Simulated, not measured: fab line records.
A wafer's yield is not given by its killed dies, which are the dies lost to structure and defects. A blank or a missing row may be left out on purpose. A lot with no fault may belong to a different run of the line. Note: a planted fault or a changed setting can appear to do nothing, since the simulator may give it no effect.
Which of the tools did it? || flow n5-finfet || Sampling: 12 lots, 36 wafers, 2 of 1938 route steps

## WHAT THE GAUGES SHOWED, per wafer
N5_BEOL_M2_CD_MEAS_35: target cd 18 nm, target cd y 22.2 nm.
{"lot": "L075", "measured": "day 8 03:10", "on": "cd-sem-03", "cd-nm (nm)": "17.8 17.7 17.8"}
{"lot": "L076", "measured": "day 8 04:00", "on": "cd-sem-02", "cd-nm (nm)": "17.8 18.5 18.4"}
{"lot": "L079", "measured": "day 8 07:38", "on": "cd-sem-02", "cd-nm (nm)": "17.8 17.7 18.2"}
{"lot": "L081", "measured": "day 8 10:15", "on": "cd-sem-02", "cd-nm (nm)": "18.4 18.2 18.4"}
{"lot": "L083", "measured": "day 9 02:29", "on": "cd-sem-02", "cd-nm (nm)": "17.4 17.5 17.6"}
{"lot": "L085", "measured": "day 9 23:08", "on": "cd-sem-01", "cd-nm (nm)": "18.2 18.2 17.9"}
{"lot": "L088", "measured": "day 10 19:13", "on": "cd-sem-01", "cd-nm (nm)": "17.7 19.0 18.3"}
{"lot": "L089", "measured": "day 10 22:21", "on": "cd-sem-03", "cd-nm (nm)": "17.7 17.3 18.1"}
{"lot": "L092", "measured": "day 11 01:55", "on": "cd-sem-01", "cd-nm (nm)": "18.0 17.8 17.8"}
{"lot": "L093", "measured": "day 11 12:59", "on": "cd-sem-02", "cd-nm (nm)": "18.0 18.4 18.6"}
{"lot": "L096", "measured": "day 12 04:22", "on": "cd-sem-02", "cd-nm (nm)": "18.2 18.3 17.3"}
{"lot": "L097", "measured": "day 13 02:25", "on": "cd-sem-02", "cd-nm (nm)": "18.5 18.5 18.0"}

## WHICH TOOL RAN EACH LOT (tool, then ch and the chambers of the sampled wafers, then the start)
{"lot": "L075", "N5_BEOL_M2_STRIP_97": "rie-diel-01 ch 1,2,3, day 8 03:10 or earlier"}
{"lot": "L076", "N5_BEOL_M2_STRIP_97": "rie-diel-03 ch 0,2,3, day 8 04:00 or earlier"}
{"lot": "L079", "N5_BEOL_M2_STRIP_97": "rie-diel-01 ch 0,1, day 8 07:38 or earlier"}
{"lot": "L081", "N5_BEOL_M2_STRIP_97": "rie-diel-03 ch 0,2,3, day 8 10:15 or earlier"}
{"lot": "L083", "N5_BEOL_M2_STRIP_97": "rie-diel-06 ch 0,1,3, day 9 02:29 or earlier"}
{"lot": "L085", "N5_BEOL_M2_STRIP_97": "rie-diel-03 ch 0,2,3, day 9 23:08 or earlier"}
{"lot": "L088", "N5_BEOL_M2_STRIP_97": "rie-diel-01 ch 0,2,3, day 10 19:13 or earlier"}
{"lot": "L089", "N5_BEOL_M2_STRIP_97": "rie-diel-06 ch 2,3, day 10 22:21 or earlier"}
{"lot": "L092", "N5_BEOL_M2_STRIP_97": "rie-diel-03 ch 0,1,2, day 11 01:55 or earlier"}
{"lot": "L093", "N5_BEOL_M2_STRIP_97": "rie-diel-01 ch 0,2,3, day 11 12:59 or earlier"}
{"lot": "L096", "N5_BEOL_M2_STRIP_97": "rie-diel-01 ch 0,1,2, day 12 04:22 or earlier"}
{"lot": "L097", "N5_BEOL_M2_STRIP_97": "rie-diel-06 ch 0,1,3, day 13 02:25 or earlier"}
- N5_BEOL_M2_STRIP_97: strips in N2/H2, time 10 s.

## THE ANSWER, worked out from the rows above alone
Rule: usual is defined by the lots themselves. Put in order of their means at a reading, lots are off if they are a third of the lots or fewer, leave a main group of 4 or more, and stand apart from it by a gap of 3 or more times the standard deviation of the main group's means; of several such gaps the widest counts. A main group whose means are all the same, to the digits that the tables above print for the reading, isn't used. A lot without any number at a reading at which 4 lots or more have one is off too. The other lots that the step has rows for count as sound.
Nothing can be told from this: no lot is off at any reading shown.

## WHAT THE SIMULATOR HAD PUT IN
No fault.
